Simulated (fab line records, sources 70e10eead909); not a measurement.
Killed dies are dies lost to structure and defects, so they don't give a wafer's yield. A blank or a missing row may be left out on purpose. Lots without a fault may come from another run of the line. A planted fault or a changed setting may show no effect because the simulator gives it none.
Chamber matching | flow nand_harc | NHARC_A_CONTACT_ETCH_88 on rie_diel-04: 4 sister chambers
The step etches the open film in CF4, target depth 39 nm, time 65 s. 16 wafers are shown with their chamber, then 8 later ones without.

WAFERS WITH THEIR CHAMBER
wafer  | chamber | showerhead_plenum_p_Torr (Torr) | drypump_motor_current_A (A) | oes_product_au (a.u.)
L074.3 | 0       | 1.76                            | 5.6                         | 1.005
L074.4 | 1       | 1.76                            | 4.9                         | 1.005
L074.5 | 1       | 1.76                            | 5.0                         | 1.006
L077.1 | 1       | 1.76                            | 4.9                         | 1.013
L077.2 | 3       | 1.68                            | 5.2                         | 0.994
L077.6 | 3       | 1.68                            | 5.2                         | 0.993
L080.3 | 1       | 1.76                            | 4.9                         | 1.013
L080.4 | 0       | 1.75                            | 5.6                         | 1.009
L080.5 | 3       | 1.68                            | 5.2                         | 0.992
L082.1 | 3       | 1.68                            | 5.2                         | 0.998
L082.2 | 0       | 1.75                            | 5.6                         | 1.008
L082.4 | 1       | 1.76                            | 4.9                         | 1.011
L087.2 | 2       | 1.73                            | 5.8                         | 1.030
L087.4 | 1       | 1.75                            | 5.0                         | 1.019
L087.5 | 2       | 1.73                            | 5.9                         | 1.026
L086.1 | 0       | 1.75                            | 5.6                         | 1.005

SIGNATURES (means of the wafers above)
reading                  | chamber 0 | chamber 1 | chamber 2 | chamber 3 | scatter within a chamber
showerhead_plenum_p_Torr | 1.7525    | 1.7583    | 1.7300    | 1.6800    | 0.00363
drypump_motor_current_A  | 5.600     | 4.933     | 5.850     | 5.200     | 0.0391
oes_product_au           | 1.00675   | 1.01117   | 1.02800   | 0.99425   | 0.00381
Rule: a wafer's distance from a chamber is the root of the sum, over the readings, of the square of ((its reading less the chamber's mean) divided by the reading's scatter). The wafer belongs to the nearest chamber; if the next one is less than 2 further off, it can't be placed. The scatter: the root of (the sum of the squares of (reading less its chamber's mean) over the shown wafers, divided by (wafers less chambers)).

WAFERS WITHOUT THEIR CHAMBER
wafer  | showerhead_plenum_p_Torr (Torr) | drypump_motor_current_A (A) | oes_product_au (a.u.)
L086.2 | 1.75                            | 4.9                         | 1.009
L086.4 | 1.73                            | 5.9                         | 1.016
L091.2 | 1.73                            | 5.9                         | 1.005
L091.3 | 1.68                            | 5.3                         | 1.007
L091.4 | 1.74                            | 5.6                         | 0.992
L093.1 | 1.74                            | 5.6                         | 0.998
L093.3 | 1.73                            | 5.9                         | 1.017
L093.6 | 1.75                            | 5.0                         | 1.008

WHICH CHAMBER EACH WENT THROUGH
wafer  | from the rows above | in truth
L086.2 | 1                   | 1
L086.4 | 2                   | 2
L091.2 | 2                   | 2
L091.3 | 3                   | 3
L091.4 | 0                   | 0
L093.1 | 0                   | 0
L093.3 | 2                   | 2
L093.6 | 1                   | 1
Placed correctly: 8 of 8. Can't be placed from these rows: 0. Placed wrongly: 0.
